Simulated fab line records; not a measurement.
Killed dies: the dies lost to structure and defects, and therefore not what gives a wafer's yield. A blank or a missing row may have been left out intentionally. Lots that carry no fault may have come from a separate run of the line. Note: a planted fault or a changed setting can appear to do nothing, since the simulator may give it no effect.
Chamber matching    flow n5_finfet    N5_BEOL_M0_SAQP_MANDREL_ETCH_103 on rie_si-02 has 4 sister chambers
The step etches a-Si in HBr/Cl2, stops on SiCN, target depth 45 nm, bt time 10 s, time 27 s. 16 wafers are shown with their chamber, then 8 later ones without.

EACH WAFER AND ITS CHAMBER
wafer   chamber  drypump_motor_current_A (A)  throttle_valve_pct (%)  oes_product_au (a.u.)
L077.1  2        6.4                          35.26                   0.692
L077.4  3        5.7                          35.02                   0.680
L077.6  3        5.7                          35.00                   0.674
L079.2  3        5.7                          34.98                   0.678
L079.3  1        5.7                          35.08                   0.686
L079.5  2        6.4                          35.24                   0.706
L084.2  3        5.7                          34.99                   0.685
L084.5  2        6.4                          35.25                   0.694
L084.6  1        5.7                          35.06                   0.694
L087.2  1        5.7                          35.11                   0.675
L087.3  3        5.7                          35.01                   0.670
L087.6  1        5.7                          35.10                   0.686
L088.2  2        6.5                          35.28                   0.688
L088.3  0        5.8                          35.44                   0.699
L088.4  1        5.7                          35.12                   0.681
L093.2  3        5.7                          35.02                   0.678

SIGNATURES (averages over the wafers above)
reading                  chamber 0  chamber 1  chamber 2  chamber 3  scatter within a chamber
drypump_motor_current_A  5.800      5.700      6.425      5.700      0.025
throttle_valve_pct       35.4400    35.0940    35.2575    35.0033    0.0194
oes_product_au           0.69900    0.68440    0.69500    0.67750    0.00651
Rule: a wafer lies at a distance from a chamber equal to the root of the sum of squares, over the readings, of (its reading less the chamber's mean, divided by the reading's scatter). If the next closest chamber is less than 2 further off than the closest, the wafer can't be placed; otherwise it belongs to the closest. The scatter: take each reading less its chamber's mean, square it, sum over the shown wafers, divide by the number of wafers less the number of chambers, and take the root.

WAFERS WHOSE CHAMBER IS MISSING
wafer   drypump_motor_current_A (A)  throttle_valve_pct (%)  oes_product_au (a.u.)
L093.3  5.8                          35.42                   0.701
L093.4  5.7                          35.10                   0.683
L095.2  6.5                          35.26                   0.691
L095.5  5.8                          34.99                   0.676
L095.6  6.5                          35.25                   0.695
L096.1  5.8                          35.44                   0.693
L096.2  6.4                          35.26                   0.700
L096.5  5.7                          35.02                   0.667

WHICH CHAMBER EACH WENT THROUGH
wafer   from the rows above  in truth
L093.3  0                    0
L093.4  1                    1
L095.2  2                    2
L095.5  3                    3
L095.6  2                    2
L096.1  0                    0
L096.2  2                    2
L096.5  3                    3
Correct placement for 8 of the 8. From these rows, 0 cannot be placed. Placed wrongly: 0.
